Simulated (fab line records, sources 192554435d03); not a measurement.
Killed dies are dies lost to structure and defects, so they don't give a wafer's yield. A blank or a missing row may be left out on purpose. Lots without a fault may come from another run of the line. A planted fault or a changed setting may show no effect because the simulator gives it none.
3 desks, one fault / flow n5 finfet / every desk sees just its own numbers, and what lay behind them comes last

THE DEFECT DESK
Counts from the inspections along the route, per lot, as means over the sampled wafers that have a number. Any lot whose mean is over 4 standard deviations away from the usual mean is out of limits and marked OUT; that distance is given in the brackets.
Columns: A = raw defect count at N5_FIN_CUT_INSPECT_17, usual 248
lot=L136; first seen here=day 3 03:36; A=270
lot=L140; first seen here=day 4 03:54; A=211
lot=L149; first seen here=day 6 09:44; A=322
lot=L150; first seen here=day 6 15:47; A=209
lot=L151; first seen here=day 6 21:52; A=225
lot=L154; first seen here=day 7 15:46; A=205
lot=L155; first seen here=day 7 22:35; A=206
Finding of this desk: none of the 7 lots has anything out of limits.

THE TOOL OWNER'S DESK: ald sin-03
The tool's own readings at N5_STI_FIN_REVEAL_ALD_00 (deposits SiO2, target thk 1 nm, pulse time 1 s): means of the sampled wafers that have a number, for each lot that ran on this tool. Any lot whose mean is over 4 standard deviations away from the usual mean is out of limits and marked OUT; that distance is given in the brackets.
Columns: A = heater power w at N5_STI_FIN_REVEAL_ALD_00, usual 482 W; B = precursor pulse height rel at N5_STI_FIN_REVEAL_ALD_00, usual 0.999
lot=L136; first seen here=day 3 03:38; A=496; B=1.013
lot=L149; first seen here=day 6 09:46; A=491; B=0.980
lot=L150; first seen here=day 6 15:49; A=484; B=1.002
lot=L151; first seen here=day 6 21:53; A=456; B=0.986
Finding of this desk: none of the 4 lots has anything out of limits.

AT THE METROLOGY DESK
What the gauges read, lot by lot, whatever tool the lot ran on: means of the sampled wafers that have a number. Any lot whose mean is over 4 standard deviations away from the usual mean is out of limits and marked OUT; that distance is given in the brackets. Readings shown: 7 of its 10, picked as those furthest out on some lot.
Columns: A = DIBL_N at N5_BEOL_M4_RC_MEAS_101, usual 36.1 mV/V; B = DIBL_P at N5_BEOL_M4_RC_MEAS_101, usual 36.3 mV/V; C = IOFF_N at N5_BEOL_M4_RC_MEAS_101, usual 0.162 nA/um; D = ION_N at N5_BEOL_M4_RC_MEAS_101, usual 674 uA/um; E = ION_P at N5_BEOL_M4_RC_MEAS_101, usual 464 uA/um; F = SS_N at N5_BEOL_M4_RC_MEAS_101, usual 71.6 mV/dec; G = VT_N at N5_BEOL_M4_RC_MEAS_101, usual 249.4 mV
lot=L136; first seen here=day 8 18:53; A=36.2; B=36.3; C=0.187; D=688; E=476; F=71.8; G=245.4
lot=L140; first seen here=day 10 01:59; A=35.1; B=33.9; C=0.143; D=669; E=464; F=71.0; G=249.4
lot=L149; first seen here=day 12 00:00; A=35.5; B=36.6; C=0.155; D=668; E=458; F=71.8; G=250.4
lot=L151; first seen here=day 12 14:38; A=35.5; B=35.5; C=0.155; D=667; E=452; F=71.4; G=250.4
lot=L150; first seen here=day 12 17:47; A=36.9; B=36.9; C=0.157; D=666; E=458; F=71.6; G=251.2
lot=L154; first seen here=day 13 06:04; A=33.5; B=35.7; C=0.127; D=670; E=461; F=70.9; G=255.0
lot=L155; first seen here=day 13 08:33; A=34.7; B=34.7; C=0.134; D=669; E=461; F=70.8; G=252.5
Finding of this desk: none of the 7 lots has anything out of limits.

TAKEN TOGETHER
The defect desk saw nothing out of limits.
The tool owner's desk saw nothing out of limits.
At the metrology desk, nothing out of limits was observed.

WHAT THE SIMULATOR PUT IN
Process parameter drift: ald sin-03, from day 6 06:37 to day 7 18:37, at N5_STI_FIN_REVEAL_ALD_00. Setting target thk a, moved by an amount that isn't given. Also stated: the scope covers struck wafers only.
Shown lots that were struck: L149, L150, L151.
